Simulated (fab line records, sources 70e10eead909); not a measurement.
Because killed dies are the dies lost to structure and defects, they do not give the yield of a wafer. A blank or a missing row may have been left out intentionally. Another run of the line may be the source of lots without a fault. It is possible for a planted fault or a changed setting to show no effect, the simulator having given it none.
Chamber matching || flow nandHarc || NHARC_A_ZERO_WELL_DESCUM_12 on rieDiel-05: 4 sister chambers
The step chemistry O2, time 3 s. 27 wafers are shown with their chamber, then 12 later ones without.

## WAFERS PAIRED WITH THEIR CHAMBERS
{"wafer": "L074.1", "chamber": 0, "drypumpMotorCurrentA (A)": 6.4, "oesProductAu (a.u.)": 1.015, "throttleValvePct (%)": 11.312}
{"wafer": "L074.5", "chamber": 1, "drypumpMotorCurrentA (A)": 5.6, "oesProductAu (a.u.)": 1.018, "throttleValvePct (%)": 11.306}
{"wafer": "L074.6", "chamber": 0, "drypumpMotorCurrentA (A)": 6.4, "oesProductAu (a.u.)": 1.011, "throttleValvePct (%)": 11.294}
{"wafer": "L076.1", "chamber": 2, "drypumpMotorCurrentA (A)": 6.2, "oesProductAu (a.u.)": 1.004, "throttleValvePct (%)": 11.316}
{"wafer": "L076.3", "chamber": 3, "drypumpMotorCurrentA (A)": 5.0, "oesProductAu (a.u.)": 1.009, "throttleValvePct (%)": 11.304}
{"wafer": "L076.5", "chamber": 2, "drypumpMotorCurrentA (A)": 6.1, "oesProductAu (a.u.)": 1.000, "throttleValvePct (%)": 11.324}
{"wafer": "L076.2", "chamber": 1, "drypumpMotorCurrentA (A)": 5.6, "oesProductAu (a.u.)": 1.017, "throttleValvePct (%)": 11.302}
{"wafer": "L076.4", "chamber": 0, "drypumpMotorCurrentA (A)": 6.4, "oesProductAu (a.u.)": 1.004, "throttleValvePct (%)": 11.315}
{"wafer": "L076.6", "chamber": 3, "drypumpMotorCurrentA (A)": 5.0, "oesProductAu (a.u.)": 1.008, "throttleValvePct (%)": 11.321}
{"wafer": "L078.3", "chamber": 1, "drypumpMotorCurrentA (A)": 5.6, "oesProductAu (a.u.)": 1.009, "throttleValvePct (%)": 11.305}
{"wafer": "L078.4", "chamber": 2, "drypumpMotorCurrentA (A)": 6.1, "oesProductAu (a.u.)": 0.997, "throttleValvePct (%)": 11.305}
{"wafer": "L078.6", "chamber": 3, "drypumpMotorCurrentA (A)": 5.0, "oesProductAu (a.u.)": 1.008, "throttleValvePct (%)": 11.324}
{"wafer": "L078.1", "chamber": 0, "drypumpMotorCurrentA (A)": 6.4, "oesProductAu (a.u.)": 1.007, "throttleValvePct (%)": 11.317}
{"wafer": "L078.2", "chamber": 3, "drypumpMotorCurrentA (A)": 5.0, "oesProductAu (a.u.)": 1.007, "throttleValvePct (%)": 11.307}
{"wafer": "L078.5", "chamber": 2, "drypumpMotorCurrentA (A)": 6.1, "oesProductAu (a.u.)": 1.000, "throttleValvePct (%)": 11.326}
{"wafer": "L081.3", "chamber": 2, "drypumpMotorCurrentA (A)": 6.1, "oesProductAu (a.u.)": 0.991, "throttleValvePct (%)": 11.302}
{"wafer": "L081.4", "chamber": 3, "drypumpMotorCurrentA (A)": 5.0, "oesProductAu (a.u.)": 1.001, "throttleValvePct (%)": 11.327}
{"wafer": "L081.6", "chamber": 0, "drypumpMotorCurrentA (A)": 6.4, "oesProductAu (a.u.)": 1.003, "throttleValvePct (%)": 11.302}
{"wafer": "L082.1", "chamber": 1, "drypumpMotorCurrentA (A)": 5.6, "oesProductAu (a.u.)": 0.997, "throttleValvePct (%)": 11.291}
{"wafer": "L082.2", "chamber": 2, "drypumpMotorCurrentA (A)": 6.1, "oesProductAu (a.u.)": 0.992, "throttleValvePct (%)": 11.302}
{"wafer": "L082.5", "chamber": 2, "drypumpMotorCurrentA (A)": 6.2, "oesProductAu (a.u.)": 0.988, "throttleValvePct (%)": 11.305}
{"wafer": "L083.1", "chamber": 1, "drypumpMotorCurrentA (A)": 5.6, "oesProductAu (a.u.)": 0.999, "throttleValvePct (%)": 11.292}
{"wafer": "L083.2", "chamber": 3, "drypumpMotorCurrentA (A)": 5.0, "oesProductAu (a.u.)": 1.023, "throttleValvePct (%)": 11.321}
{"wafer": "L083.5", "chamber": 3, "drypumpMotorCurrentA (A)": 5.0, "oesProductAu (a.u.)": 1.009, "throttleValvePct (%)": 11.308}
{"wafer": "L084.1", "chamber": 2, "drypumpMotorCurrentA (A)": 6.1, "oesProductAu (a.u.)": 0.999, "throttleValvePct (%)": 11.306}
{"wafer": "L084.5", "chamber": 3, "drypumpMotorCurrentA (A)": 5.0, "oesProductAu (a.u.)": 1.020, "throttleValvePct (%)": 11.319}
{"wafer": "L084.6", "chamber": 0, "drypumpMotorCurrentA (A)": 6.5, "oesProductAu (a.u.)": 1.009, "throttleValvePct (%)": 11.309}

SIGNATURES (averages over the wafers above)
{"reading": "drypumpMotorCurrentA", "chamber 0": 6.417, "chamber 1": 5.600, "chamber 2": 6.125, "chamber 3": 5.000, "scatter within a chamber": 0.0319}
{"reading": "oesProductAu", "chamber 0": 1.00817, "chamber 1": 1.00800, "chamber 2": 0.99638, "chamber 3": 1.01062, "scatter within a chamber": 0.00679}
{"reading": "throttleValvePct", "chamber 0": 11.30817, "chamber 1": 11.29920, "chamber 2": 11.31075, "chamber 3": 11.31638, "scatter within a chamber": 0.00883}
Rule: a wafer lies at a distance from a chamber equal to the root of the sum of squares, over the readings, of (its reading less the chamber's mean, divided by the reading's scatter). The wafer belongs to the nearest chamber; if the next one is less than 2 further off, it can't be placed. The scatter is the square root of a quotient: the sum, over the shown wafers, of each reading's squared deviation from its chamber's mean, divided by wafers minus chambers.

## WAFERS WITH NO CHAMBER GIVEN
{"wafer": "L087.1", "drypumpMotorCurrentA (A)": 5.0, "oesProductAu (a.u.)": 1.002, "throttleValvePct (%)": 11.304}
{"wafer": "L087.2", "drypumpMotorCurrentA (A)": 5.6, "oesProductAu (a.u.)": 0.997, "throttleValvePct (%)": 11.315}
{"wafer": "L087.3", "drypumpMotorCurrentA (A)": 6.4, "oesProductAu (a.u.)": 0.998, "throttleValvePct (%)": 11.301}
{"wafer": "L086.1", "drypumpMotorCurrentA (A)": 5.6, "oesProductAu (a.u.)": 0.998, "throttleValvePct (%)": 11.330}
{"wafer": "L086.3", "drypumpMotorCurrentA (A)": 5.0, "oesProductAu (a.u.)": 0.996, "throttleValvePct (%)": 11.311}
{"wafer": "L086.5", "drypumpMotorCurrentA (A)": 6.4, "oesProductAu (a.u.)": 0.988, "throttleValvePct (%)": 11.302}
{"wafer": "L089.3", "drypumpMotorCurrentA (A)": 5.6, "oesProductAu (a.u.)": 0.995, "throttleValvePct (%)": 11.319}
{"wafer": "L089.5", "drypumpMotorCurrentA (A)": 5.5, "oesProductAu (a.u.)": 1.001, "throttleValvePct (%)": 11.291}
{"wafer": "L089.6", "drypumpMotorCurrentA (A)": 6.2, "oesProductAu (a.u.)": 0.997, "throttleValvePct (%)": 11.303}
{"wafer": "L096.1", "drypumpMotorCurrentA (A)": 5.0, "oesProductAu (a.u.)": 0.991, "throttleValvePct (%)": 11.299}
{"wafer": "L096.2", "drypumpMotorCurrentA (A)": 6.2, "oesProductAu (a.u.)": 0.992, "throttleValvePct (%)": 11.320}
{"wafer": "L096.3", "drypumpMotorCurrentA (A)": 5.6, "oesProductAu (a.u.)": 1.006, "throttleValvePct (%)": 11.314}

## WHICH CHAMBER EACH WENT THROUGH
{"wafer": "L087.1", "from the rows above": 3, "in truth": 3}
{"wafer": "L087.2", "from the rows above": 1, "in truth": 1}
{"wafer": "L087.3", "from the rows above": 0, "in truth": 0}
{"wafer": "L086.1", "from the rows above": 1, "in truth": 1}
{"wafer": "L086.3", "from the rows above": 3, "in truth": 3}
{"wafer": "L086.5", "from the rows above": 0, "in truth": 0}
{"wafer": "L089.3", "from the rows above": 1, "in truth": 1}
{"wafer": "L089.5", "from the rows above": 1, "in truth": 1}
{"wafer": "L089.6", "from the rows above": 2, "in truth": 2}
{"wafer": "L096.1", "from the rows above": 3, "in truth": 3}
{"wafer": "L096.2", "from the rows above": 2, "in truth": 2}
{"wafer": "L096.3", "from the rows above": 1, "in truth": 1}
Correctly placed: 12 of 12. Not placeable from these rows: 0. Placed wrongly: 0.
